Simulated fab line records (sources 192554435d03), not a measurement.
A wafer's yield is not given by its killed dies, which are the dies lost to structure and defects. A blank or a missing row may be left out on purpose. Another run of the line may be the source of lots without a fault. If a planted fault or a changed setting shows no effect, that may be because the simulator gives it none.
Which tool did it? -- flow n5_finfet -- 72 wafers from 24 lots sampled at 5 of the route's 1938 steps

== WHAT THE GAUGES SHOWED, per wafer ==
N5_BEOL_M1_RS_MEAS_58: measures by four-point-probe.
lot,measured,on,M1_RS (ohm/sq)
L074,day 6 10:54,film_metro-02,0.718 0.701 0.665
L075,day 6 16:15,film_metro-01,0.672 0.663 0.658
L076,day 6 22:25,film_metro-02,0.650 0.660 0.623
L077,day 7 01:21,film_metro-02,0.690 0.689 0.663
L078,day 7 07:13,film_metro-01,0.669 0.681 0.654
L079,day 7 14:13,film_metro-01,0.674 0.664 0.668
L080,day 7 22:58,film_metro-02,0.664 0.648 0.652
L082,day 8 06:01,film_metro-01,0.680 0.689 0.661
L081,day 8 09:10,film_metro-01,0.722 0.741 0.678
L083,day 8 20:57,film_metro-01,0.677 0.666 0.697
L084,day 8 23:46,film_metro-01,0.668 0.658 0.656
L086,day 9 22:46,film_metro-01,0.709 0.677 0.657
L085,day 9 21:06,film_metro-02,0.665 0.627 0.655
L087,day 10 01:54,film_metro-01,0.661 0.651 0.690
L088,day 10 03:30,film_metro-02,0.701 0.734 0.664
L089,day 10 11:41,film_metro-02,0.727 0.673 0.687
L091,day 10 13:16,film_metro-02,0.683 0.708 0.668
L090,day 10 15:18,film_metro-01,0.673 0.651 0.646
L092,day 11 00:38,film_metro-01,0.679 0.668 0.650
L093,day 11 09:06,film_metro-02,0.734 0.677 0.672
L094,day 11 13:49,film_metro-01,0.717 0.713 0.661
L095,day 11 17:44,film_metro-01,0.670 0.648 0.642
L097,day 12 10:53,film_metro-02,0.760 0.698 0.708
L096,day 12 13:22,film_metro-02,0.667 0.710 0.692

N5_BEOL_M2_THK_MEAS_01.
lot,measured,on,M2_ILD_THK (nm)
L074,day 6 11:02,film_metro-02,77.6 78.2 79.0
L075,day 6 16:23,film_metro-02,79.6 81.3 80.9
L076,day 6 22:32,film_metro-01,77.1 79.1 79.8
L077,day 7 01:29,film_metro-02,78.1 79.1 79.6
L078,day 7 07:20,film_metro-01,78.1 78.2 80.0
L079,day 7 14:21,film_metro-02,76.4 79.1 79.3
L080,day 7 23:05,film_metro-02,78.0 77.2 78.2
L082,day 8 06:09,film_metro-02,79.4 79.2 80.9
L081,day 8 09:17,film_metro-02,78.7 78.1 80.4
L083,day 8 21:05,film_metro-02,79.3 78.9 81.1
L084,day 8 23:54,film_metro-02,78.4 78.5 80.0
L086,day 9 22:53,film_metro-02,77.9 77.5 78.7
L085,day 9 21:14,film_metro-02,76.5 78.7 79.3
L087,day 10 02:02,film_metro-01,79.5 79.3 79.1
L088,day 10 03:38,film_metro-01,77.4 78.2 79.8
L089,day 10 11:49,film_metro-02,77.3 80.0 80.3
L091,day 10 13:23,film_metro-01,79.1 78.0 80.5
L090,day 10 15:27,film_metro-01,77.4 78.3 79.1
L092,day 11 00:46,film_metro-01,77.8 77.5 78.6
L093,day 11 09:14,film_metro-01,78.7 76.9 79.0
L094,day 11 13:58,film_metro-01,78.4 80.4 78.9
L095,day 11 17:52,film_metro-02,78.6 77.7 80.4
L097,day 12 11:01,film_metro-01,78.1 78.3 80.2
L096,day 12 13:31,film_metro-02,78.1 80.7 79.5

== TOOL THAT RAN EACH LOT (tool first, then ch and the chambers of the sampled wafers, then the start) ==
lot,N5_BEOL_M1_DEGAS_44,N5_BEOL_M1_ANNEAL_49,N5_BEOL_M1_ANNEAL_95
L074,"pvd_sputter-03, day 6 07:19","pvd_sputter-01, day 6 08:07","pvd_sputter-01, day 6 09:40"
L075,"pvd_sputter-03, day 6 12:20","pvd_sputter-03, day 6 13:19","pvd_sputter-03, day 6 14:51"
L076,"pvd_sputter-03, day 6 18:46","pvd_sputter-01, day 6 19:39","pvd_sputter-01, day 6 21:11"
L077,"pvd_sputter-02, day 6 21:50","pvd_sputter-01, day 6 22:30","pvd_sputter-01, day 7 00:02"
L078,"pvd_sputter-01, day 7 03:34","pvd_sputter-01, day 7 04:29","pvd_sputter-01, day 7 06:01"
L079,"pvd_sputter-03, day 7 08:52","pvd_sputter-03, day 7 11:30","pvd_sputter-03, day 7 13:02"
L080,"pvd_sputter-01, day 7 18:53","pvd_sputter-02, day 7 20:01","pvd_sputter-02, day 7 21:34"
L082,"pvd_sputter-01, day 8 02:03","pvd_sputter-03, day 8 03:04","pvd_sputter-03, day 8 04:37"
L081,"pvd_sputter-03, day 8 05:16","pvd_sputter-03, day 8 06:13","pvd_sputter-03, day 8 07:45"
L083,"pvd_sputter-03, day 8 15:40","pvd_sputter-01, day 8 18:00","pvd_sputter-01, day 8 19:32"
L084,"pvd_sputter-02, day 8 20:04","pvd_sputter-02, day 8 21:02","pvd_sputter-02, day 8 22:34"
L086,"pvd_sputter-01, day 9 17:16","pvd_sputter-01, day 9 19:55","pvd_sputter-01, day 9 21:28"
L085,"pvd_sputter-03, day 9 17:25","pvd_sputter-03, day 9 18:22","pvd_sputter-03, day 9 19:55"
L087,"pvd_sputter-03, day 9 22:17","pvd_sputter-03, day 9 23:10","pvd_sputter-03, day 10 00:43"
L088,"pvd_sputter-01, day 10 00:01","pvd_sputter-01, day 10 00:44","pvd_sputter-01, day 10 02:17"
L089,"pvd_sputter-01, day 10 07:59","pvd_sputter-02, day 10 08:57","pvd_sputter-02, day 10 10:29"
L091,"pvd_sputter-01, day 10 08:04","pvd_sputter-03, day 10 10:26","pvd_sputter-03, day 10 11:59"
L090,"pvd_sputter-02, day 10 11:13","pvd_sputter-02, day 10 12:12","pvd_sputter-02, day 10 13:44"
L092,"pvd_sputter-02, day 10 21:13","pvd_sputter-02, day 10 21:54","pvd_sputter-02, day 10 23:26"
L093,"pvd_sputter-03, day 11 05:20","pvd_sputter-02, day 11 06:23","pvd_sputter-02, day 11 07:55"
L094,"pvd_sputter-02, day 11 08:49","pvd_sputter-02, day 11 09:49","pvd_sputter-02, day 11 11:22"
L095,"pvd_sputter-02, day 11 13:53","pvd_sputter-02, day 11 14:41","pvd_sputter-02, day 11 16:13"
L097,"pvd_sputter-02, day 12 04:25","pvd_sputter-02, day 12 07:43","pvd_sputter-02, day 12 09:15"
L096,"pvd_sputter-03, day 12 09:49","pvd_sputter-01, day 12 10:38","pvd_sputter-01, day 12 12:10"
- N5_BEOL_M1_DEGAS_44: time 60 s.
- N5_BEOL_M1_ANNEAL_49: time 240 s.
- N5_BEOL_M1_ANNEAL_95: time 240 s.

== AS READ BY THE TOOLS THEMSELVES (means over the sampled wafers that have a number; for cases with no such wafer, the mark the record gives instead) ==
N5_BEOL_M1_DEGAS_44.
lot,tool,heater_power_w (W)
L074,pvd_sputter-03,332
L075,pvd_sputter-03,328
L076,pvd_sputter-03,382
L077,pvd_sputter-02,335
L078,pvd_sputter-01,320
L079,pvd_sputter-03,339
L080,pvd_sputter-01,319
L082,pvd_sputter-01,316
L081,pvd_sputter-03,382
L083,pvd_sputter-03,344
L084,pvd_sputter-02,339
L086,pvd_sputter-01,352
L085,pvd_sputter-03,378
L087,pvd_sputter-03,353
L088,pvd_sputter-01,324
L089,pvd_sputter-01,298
L091,pvd_sputter-01,325
L090,pvd_sputter-02,335
L092,pvd_sputter-02,323
L093,pvd_sputter-03,341
L094,pvd_sputter-02,327
L095,pvd_sputter-02,346
L097,pvd_sputter-02,321
L096,pvd_sputter-03,378

N5_BEOL_M1_ANNEAL_49.
lot,tool,heater_power_w (W)
L074,pvd_sputter-01,803
L075,pvd_sputter-03,939
L076,pvd_sputter-01,808
L077,pvd_sputter-01,751
L078,pvd_sputter-01,742
L079,pvd_sputter-03,779
L080,pvd_sputter-02,832
L082,pvd_sputter-03,856
L081,pvd_sputter-03,972
L083,pvd_sputter-01,804
L084,pvd_sputter-02,830
L086,pvd_sputter-01,822
L085,pvd_sputter-03,910
L087,pvd_sputter-03,850
L088,pvd_sputter-01,863
L089,pvd_sputter-02,834
L091,pvd_sputter-03,961
L090,pvd_sputter-02,836
L092,pvd_sputter-02,849
L093,pvd_sputter-02,833
L094,pvd_sputter-02,850
L095,pvd_sputter-02,854
L097,pvd_sputter-02,839
L096,pvd_sputter-01,830

N5_BEOL_M1_ANNEAL_95.
lot,tool,heater_power_w (W)
L074,pvd_sputter-01,797
L075,pvd_sputter-03,953
L076,pvd_sputter-01,799
L077,pvd_sputter-01,759
L078,pvd_sputter-01,754
L079,pvd_sputter-03,771
L080,pvd_sputter-02,825
L082,pvd_sputter-03,870
L081,pvd_sputter-03,983
L083,pvd_sputter-01,806
L084,pvd_sputter-02,836
L086,pvd_sputter-01,818
L085,pvd_sputter-03,911
L087,pvd_sputter-03,849
L088,pvd_sputter-01,870
L089,pvd_sputter-02,830
L091,pvd_sputter-03,941
L090,pvd_sputter-02,830
L092,pvd_sputter-02,839
L093,pvd_sputter-02,826
L094,pvd_sputter-02,838
L095,pvd_sputter-02,837
L097,pvd_sputter-02,832
L096,pvd_sputter-01,815

== THE ANSWER, worked out from the rows above alone ==
Rule: usual is defined by the lots themselves. Put in order of their means at a reading, lots are off if they are a third of the lots or fewer, leave a main group of 4 or more, and stand apart from it by a gap of 3 or more times the standard deviation of the main group's means; of several such gaps the widest counts. The tables above print the reading to a certain number of digits; a main group whose means all agree to those digits is not used. Also off: a lot with no number at a reading for which 4 or more lots have one. Any other lot the step has rows for is counted as sound. Order of review: gauges by route order, followed by the tools' own readings, for which a lot's mean as printed above is used. The first step at which some lot is off is used, and at that step the reading that is off furthest; a lot without a number counts as furthest.
None of the lots is off at any reading shown; this tells nothing.

== WHAT THE SIMULATOR HAD INSERTED ==
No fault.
